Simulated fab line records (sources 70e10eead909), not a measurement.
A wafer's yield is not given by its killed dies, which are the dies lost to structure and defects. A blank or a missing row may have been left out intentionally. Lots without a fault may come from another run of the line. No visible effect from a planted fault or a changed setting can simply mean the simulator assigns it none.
Chamber matching / flow nandHarc / NHARC_A_SLIT_DEP_25 on pecvd-03 has 3 sister chambers
The step deposits SiO2, target thk 200 nm. 18 wafers are shown with their chamber, then 9 later ones without.

== EACH WAFER AND ITS CHAMBER ==
wafer=L075.1; chamber=2; throttleValvePct (%)=16.7; heaterPowerW (W)=709
wafer=L075.2; chamber=1; throttleValvePct (%)=16.4; heaterPowerW (W)=619
wafer=L075.5; chamber=0; throttleValvePct (%)=15.9; heaterPowerW (W)=630
wafer=L078.4; chamber=0; throttleValvePct (%)=15.9; heaterPowerW (W)=611
wafer=L078.5; chamber=2; throttleValvePct (%)=16.7; heaterPowerW (W)=659
wafer=L078.6; chamber=1; throttleValvePct (%)=16.4; heaterPowerW (W)=618
wafer=L082.2; chamber=2; throttleValvePct (%)=16.7; heaterPowerW (W)=639
wafer=L082.4; chamber=0; throttleValvePct (%)=16.2; heaterPowerW (W)=586
wafer=L082.6; chamber=1; throttleValvePct (%)=16.4; heaterPowerW (W)=594
wafer=L085.1; chamber=0; throttleValvePct (%)=16.1; heaterPowerW (W)=671
wafer=L085.3; chamber=2; throttleValvePct (%)=16.9; heaterPowerW (W)=658
wafer=L085.6; chamber=2; throttleValvePct (%)=16.5; heaterPowerW (W)=674
wafer=L088.3; chamber=1; throttleValvePct (%)=16.1; heaterPowerW (W)=640
wafer=L088.5; chamber=2; throttleValvePct (%)=16.1; heaterPowerW (W)=600
wafer=L088.6; chamber=1; throttleValvePct (%)=16.4; heaterPowerW (W)=640
wafer=L090.1; chamber=0; throttleValvePct (%)=16.1; heaterPowerW (W)=504
wafer=L090.2; chamber=2; throttleValvePct (%)=16.3; heaterPowerW (W)=575
wafer=L090.3; chamber=1; throttleValvePct (%)=16.4; heaterPowerW (W)=578

SIGNATURES, as means of the wafers listed above
reading=throttleValvePct; chamber 0=16.040; chamber 1=16.350; chamber 2=16.557; scatter within a chamber=0.201
reading=heaterPowerW; chamber 0=600.40; chamber 1=614.83; chamber 2=644.86; scatter within a chamber=45.3
Rule: a wafer lies at a distance from a chamber equal to the root of the sum of squares, over the readings, of (its reading less the chamber's mean, divided by the reading's scatter). If the next closest chamber is less than 2 further off than the closest, the wafer can't be placed; otherwise it belongs to the closest. How the scatter is found: for the shown wafers, subtract from each reading the mean of its chamber, square and add these, divide the total by (wafers less chambers), then take the root.

== WAFERS WITHOUT THEIR CHAMBER ==
wafer=L092.1; throttleValvePct (%)=16.4; heaterPowerW (W)=674
wafer=L092.3; throttleValvePct (%)=16.8; heaterPowerW (W)=652
wafer=L092.5; throttleValvePct (%)=16.0; heaterPowerW (W)=572
wafer=L094.1; throttleValvePct (%)=16.4; heaterPowerW (W)=587
wafer=L094.4; throttleValvePct (%)=16.1; heaterPowerW (W)=636
wafer=L094.5; throttleValvePct (%)=16.2; heaterPowerW (W)=564
wafer=L097.1; throttleValvePct (%)=16.5; heaterPowerW (W)=623
wafer=L097.3; throttleValvePct (%)=16.3; heaterPowerW (W)=542
wafer=L097.4; throttleValvePct (%)=16.0; heaterPowerW (W)=563

== EACH ONE'S CHAMBER ==
wafer=L092.1; from the rows above=can't be placed: 2 or 1 or 0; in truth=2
wafer=L092.3; from the rows above=can't be placed: 2 or 1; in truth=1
wafer=L092.5; from the rows above=can't be placed: 0 or 1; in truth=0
wafer=L094.1; from the rows above=can't be placed: 1 or 2 or 0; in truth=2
wafer=L094.4; from the rows above=can't be placed: 0 or 1 or 2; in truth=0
wafer=L094.5; from the rows above=can't be placed: 0 or 1 or 2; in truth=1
wafer=L097.1; from the rows above=can't be placed: 2 or 1 or 0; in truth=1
wafer=L097.3; from the rows above=can't be placed: 1 or 0 or 2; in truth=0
wafer=L097.4; from the rows above=can't be placed: 0 or 1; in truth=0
0 of 9 placed correctly. These rows do not allow placing 9 (true chamber among the candidates in 9). Wrongly placed: 0.
